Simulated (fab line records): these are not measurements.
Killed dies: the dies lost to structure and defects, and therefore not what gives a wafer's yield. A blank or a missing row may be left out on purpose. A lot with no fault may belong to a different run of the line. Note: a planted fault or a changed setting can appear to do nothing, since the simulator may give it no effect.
8D (eight disciplines) problem report, filled in by code    flow n5-finfet    the parts of the form that need people (team, actions taken, sign-off) are left out

1. WHAT WENT WRONG
N5_PASSIVATION_PROBE_49, killed-at-front-end: mean 146 over 1 wafer from 1 lot; wafers with no fault: 36, standard deviation 9.8. That is +11 standard deviations from the usual mean.
The first sign was on wafer L471.6 at day 17 02:58, on prober-01. Wafers with a number at this step in the record: 4, from 2 lots. Rule for "out", or "out of limits": more than 4 standard deviations from the usual mean. Any other wafer with a number is counted as sound.

2. WHAT IT IS; WHAT IT IS NOT
question                     is                                                                                        is not
which readings at this step  killed-at-front-end, defect-limited-yield, killed-dies, sort_bin_5_function, sort-n-pass  killed_at_M0_to_M3, killed_at_M4_up, killed-at-contacts, killed-at-other, killed-open, killed-short, sort_bin_6_memory, sort_bin_8_speed
which lots                   L471                                                                                      L466
which wafers of those lots   L471.6                                                                                    L471.2, L471.5
read on which tools          prober-01                                                                                 prober-02
when                         from day 17 02:58                                                                         up to then (3 sound wafers)

3. WHAT RULES OUT EACH SUSPECT
Counting: any tool at a process step up to the reading remains a suspect provided it ran every lot that is out. Sound lots after the first of them don't rule it out here, since some wafers of a struck lot are sound.
- wet-bench-03 at N5_DUMMY_REMOVAL_PRECLEAN_04 (cleans in DHF, time 37 s): kept. It ran the lot that is out, L471 (day 8 15:34); its last sound lot up to then is L466 (day 7 08:19).
- pvd-sputter-01 at N5_MIM_TOP_SPUTTER_03 (material TiN, target thk 35 nm, time 89.7 s): kept. It ran the lot that is out, L471 (day 16 16:28).
- rie-diel-04 at N5_MIM_TOP_LITHO_DESCUM_10 (chemistry O2, time 7.9 s): kept. It ran the lot that is out, L471 (day 16 16:57).
- rie-metal-01 at N5_PASSIVATION_AL_ETCH_33 (etches Al in Cl2/BCl3, stops on TaN, target depth 2800 nm, time 466.7 s): kept. It ran the lot that is out, L471 (day 16 21:32).
- prober-01 at N5_PASSIVATION_PROBE_49: kept. It ran the lot that is out, L471 (day 17 02:46). Its own defect-limited-yield, killed-at-front-end, killed-dies, sort_bin_5_function, sort-n-pass readings are out on those wafers.
- Within rie-diel-04 at N5_MIM_TOP_LITHO_DESCUM_10: the wafers that are out ran in chamber 0; their sound lot-mates ran in chamber 2.
Left after counting: wet-bench-03 at N5_DUMMY_REMOVAL_PRECLEAN_04, pvd-sputter-01 at N5_MIM_TOP_SPUTTER_03, rie-diel-04 at N5_MIM_TOP_LITHO_DESCUM_10, rie-metal-01 at N5_PASSIVATION_AL_ETCH_33, prober-01 at N5_PASSIVATION_PROBE_49.

4. THE CAUSE (what the simulator had put in)
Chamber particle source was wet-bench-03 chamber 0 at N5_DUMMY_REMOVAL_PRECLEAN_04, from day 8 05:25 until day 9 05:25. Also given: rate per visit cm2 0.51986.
5 suspects survive the count, and this tool is in that group.

5. SEQUENCE OF EFFECTS, ordered by route
One row per reading whose mean, taken over the struck wafers that have a number, lies over 3 standard deviations from the usual. Only readings for which the record gives a usual standard deviation are gone through. hours: the time from each lot's start at the first step in this table that gives one to its start at this step, as a median over the lots. sigmas: the change in usual standard deviations.
hours  step                     reading               usual   on struck wafers  change  sigmas
0      N5_PASSIVATION_PROBE_49  defect-limited-yield  91.7 %  84.3              -7.4    -4.9
0      N5_PASSIVATION_PROBE_49  killed-at-front-end   36      146               +110    +11
0      N5_PASSIVATION_PROBE_49  killed-dies           98      185               +87     +5.1
0      N5_PASSIVATION_PROBE_49  sort_bin_5_function   4.9 %   10.3              +5.4    +5.8
0      N5_PASSIVATION_PROBE_49  sort-n-pass           1082    995               -87     -5.1
The process steps in it:
- N5_PASSIVATION_PROBE_49

6. WHAT WOULD HAVE CAUGHT IT SOONER
214 hours passed between the start of the fault at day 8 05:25 and the first reading out of limits in this record, taken at day 17 02:58.
By day 17 02:58, every lot that is out (1) had started N5_DUMMY_REMOVAL_PRECLEAN_04 on wet-bench-03. Holding the tool at that point would not have protected any of them.
